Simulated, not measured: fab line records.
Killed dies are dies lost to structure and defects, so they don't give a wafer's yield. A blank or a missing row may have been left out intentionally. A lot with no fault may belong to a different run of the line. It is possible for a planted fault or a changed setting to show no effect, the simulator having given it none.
Split-lot study ; flow n5Finfet ; 7 lots, 39 wafers read, on a route of 1938 steps

== THE SPLIT ==
At N5_BEOL_M10_TRENCH_ETCH_37 (etches SiCOH lowk in C4F6/O2, target depth 148.83 nm, time 48 s), the setting timeS was moved away from the recipe's 48 s on 12 of the 39 wafers read, by -32.9% to +33.2%. This setting was run at the recipe's value on the other wafers.

== FROM THE SPLIT TO THE READING: what the file shows between them, 11 steps ==
- N5_BEOL_M10_ETCH_41: etches SiCN in CH3F/O2, target depth 42.6 nm, time 86 s
- N5_BEOL_M10_STRIP_77: strips in N2/H2, time 10 s
- N5_BEOL_M10_OCD_MEAS_38
- N5_BEOL_M10_HM_STRIP_39: strips TiN in peroxide tin strip, target depth 25 nm, time 158 s
- N5_BEOL_M10_SRD_40: time 30 s
- N5_BEOL_M10_ECD_50: material Cu, target thk 318 nm
- N5_BEOL_M10_ANNEAL_51: time 90 s
- N5_BEOL_M10_CMP_52: polishes, stops on SiCOH lowk, t overpolish 7 s, target thk 140 nm
- N5_BEOL_M10_THK_MEAS_53: measures by xrf
- N5_BEOL_M10_PRE_CLEAN_55: time 15 s
- N5_BEOL_M10_DEP_56: deposits SiCN from 3MS/NH3, target thk 15 nm, time 26.5 s

== THE READING ==
Measured at N5_BEOL_M10_RS_MEAS_57 by four-point probe: M10_RS, in ohm/sq. Typical for fault-free wafers on this fab line: 0.151 ohm/sq, with standard deviation 0.0037 ohm/sq.

wafer;tool, chamber at the split;timeS as run, s;against the recipe;M10_RS, ohm/sq;against lot-mates on the recipe
L079.1;rieDiel-04, 2;48;recipe;0.154;-
L079.2;rieDiel-04, 1;48;recipe;0.160;-
L079.3;rieDiel-04, 0;34.92;-27.2%;0.222;+0.066
L079.4;rieDiel-04, 3;48;recipe;0.153;-
L079.5;rieDiel-04, 0;34.92;-27.2%;0.221;+0.065
L079.6;rieDiel-04, 3;34.92;-27.2%;0.230;+0.074
L083.1;rieDiel-04, 1;48;recipe;0.162;-
L083.5;rieDiel-04, 3;48;recipe;0.157;-
L083.6;rieDiel-04, 0;48;recipe;0.152;-
L084.1;rieDiel-02, 3;48;recipe;0.147;-
L084.2;rieDiel-02, 1;48;recipe;0.152;-
L084.3;rieDiel-02, 0;48;recipe;0.154;-
L084.4;rieDiel-02, 2;48;recipe;0.151;-
L084.5;rieDiel-02, 0;48;recipe;0.156;-
L084.6;rieDiel-02, 3;48;recipe;0.150;-
L087.1;rieDiel-01, 0;63.93;+33.2%;0.111;-0.042
L087.2;rieDiel-01, 2;63.93;+33.2%;0.108;-0.045
L087.3;rieDiel-01, 1;48;recipe;0.153;-
L087.4;rieDiel-01, 3;48;recipe;0.152;-
L087.5;rieDiel-01, 3;48;recipe;0.153;-
L087.6;rieDiel-01, 0;63.93;+33.2%;0.111;-0.042
L090.1;rieDiel-02, 0;32.95;-31.4%;0.238;+0.090
L090.2;rieDiel-02, 1;48;recipe;0.153;-
L090.3;rieDiel-02, 2;32.95;-31.4%;0.235;+0.087
L090.4;rieDiel-02, 3;48;recipe;0.145;-
L090.5;rieDiel-02, 2;48;recipe;0.147;-
L090.6;rieDiel-02, 1;32.95;-31.4%;0.240;+0.092
L092.1;rieDiel-04, 2,3;48;recipe;0.152;-
L092.2;rieDiel-04, 2,3;48;recipe;0.150;-
L092.3;rieDiel-04, 1;48;recipe;0.151;-
L092.4;rieDiel-04, 0;48;recipe;0.150;-
L092.5;rieDiel-04, 3;48;recipe;0.151;-
L092.6;rieDiel-04, 2;48;recipe;0.152;-
L097.1;rieDiel-02, 1;48;recipe;0.152;-
L097.2;rieDiel-02, 3;48;recipe;0.149;-
L097.3;rieDiel-02, 2;32.2;-32.9%;0.243;+0.092
L097.4;rieDiel-02, 0;32.2;-32.9%;0.241;+0.090
L097.5;rieDiel-02, 1;48;recipe;0.152;-
L097.6;rieDiel-02, 0;32.2;-32.9%;0.249;+0.098
If several chambers appear in one row, that row covers several wafers at once and the file leaves open which wafer was in which chamber.

FIT RESULTS
A straight line over all 39 wafers: M10_RS changes by -0.00223 ohm/sq for each +1% of timeS; r = -0.96; the points scatter about the line by 0.011 ohm/sq.
The same after taking each lot's own level away (the mean of its wafers on the recipe; 39 wafers): -0.00225 ohm/sq for each +1%; r = -0.96; scatter 0.011 ohm/sq.
According to that fit, moving timeS by its largest amount changes the reading by 0.075 ohm/sq.
Measured against the standard deviation above, the lots' own levels, which go from 0.1483 to 0.1570 ohm/sq, span 2.3 times it.
Hence the lot-to-lot level has little effect on the slope; both slopes agree.
Check: -0.0739 ohm/sq against its lot-mates is what the line predicts for one of the wafers moved furthest among these (+33.2%) when that wafer is left out of the fit. It came out at -0.0417 ohm/sq against them.

== THE WHOLE CHAIN: every reading that the file lists as answering this split, in the file's order ==
step;what it does;reading;change (the file's fit);r (the file's)
N5_BEOL_M10_TRENCH_ETCH_37;etches SiCOH lowk in C4F6/O2, target depth 148.83 nm, time 48 s;etch.depthNm (the simulator's own value, which no gauge read);+1.46 nm for each +1% of the setting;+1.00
N5_BEOL_M10_TRENCH_ETCH_37;etches SiCOH lowk in C4F6/O2, target depth 148.83 nm, time 48 s;BEOL_M10.featureDepthNm (the simulator's own value, which no gauge read);+1.46 nm for each +1% of the setting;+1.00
N5_BEOL_M10_TRENCH_ETCH_37;etches SiCOH lowk in C4F6/O2, target depth 148.83 nm, time 48 s;TiN_of_BEOL_M10_HM_DEP_02.thkNm (the simulator's own value, which no gauge read);-0.0419 nm for each +1% of the setting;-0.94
N5_BEOL_M10_OCD_MEAS_38;;trenchDepthNm;+1.47 nm for each +1% of the setting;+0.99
N5_BEOL_M10_CMP_52;polishes, stops on SiCOH lowk, t overpolish 7 s, target thk 140 nm;Cu_of_BEOL_M10_ECD_50.thkNm (the simulator's own value, which no gauge read);+1.48 nm for each +1% of the setting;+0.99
N5_BEOL_M10_THK_MEAS_53;measures by xrf;M10_THK;+1.48 for each +1% of the setting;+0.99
N5_BEOL_M10_RS_MEAS_57;measures by four-point-probe;M10_RS;-0.00234 for each +1% of the setting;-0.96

== THE FILE'S OWN FIT ==
M10_RS changes by -0.00234 ohm/sq for each +1% of timeS, r = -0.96.
